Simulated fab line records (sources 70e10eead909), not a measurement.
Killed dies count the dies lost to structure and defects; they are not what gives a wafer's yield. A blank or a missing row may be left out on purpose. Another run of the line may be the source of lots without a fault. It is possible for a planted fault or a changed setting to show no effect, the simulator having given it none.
Chamber matching | flow nandHarc | NHARC_A_CHANNEL_HOLE_D1_ETCH_44 on rieDiel-09: 4 sister chambers
The step etches the open film in CF4/O2, target depth 140 nm, overetch 14 nm, time 77 s. 4 wafers are shown with their chamber, then 8 later ones without.

## WAFERS PAIRED WITH THEIR CHAMBERS
wafer  | chamber | drypumpMotorCurrentA (A)
L208.4 | 2       | 5.7
L208.6 | 3       | 4.9
L214.2 | 1       | 6.3
L216.1 | 0       | 5.7

## WAFERS WHOSE CHAMBER IS MISSING
wafer  | drypumpMotorCurrentA (A)
L216.2 | 4.8
L216.4 | 5.8
L217.1 | 5.6
L217.2 | 6.3
L217.6 | 5.6
L219.3 | 5.7
L219.4 | 5.6
L219.5 | 5.6

## CHAMBER TAKEN BY EACH
wafer  | from the rows above     | in truth
L216.2 | 3                       | 3
L216.4 | can't be placed: 0 or 2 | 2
L217.1 | can't be placed: 0 or 2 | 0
L217.2 | 1                       | 1
L217.6 | can't be placed: 0 or 2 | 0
L219.3 | can't be placed: 0 or 2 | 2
L219.4 | can't be placed: 0 or 2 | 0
L219.5 | can't be placed: 0 or 2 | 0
2 of 8 placed correctly. Can't be placed from these rows: 6 (the true chamber is among the candidates in 6). 0 placed wrongly.
How it was worked out, from the rows above alone: a wafer's distance from a chamber is the root of the sum, over the readings, of the square of ((its reading less the chamber's mean) divided by the reading's scatter). If the next closest chamber is less than 2 further off than the closest, the wafer can't be placed; otherwise it belongs to the closest. Each chamber's mean is taken over the wafers shown for it. The scatter: with one shown wafer a chamber, the root of the mean of the squares of how far each hidden wafer lies from its nearest shown one.
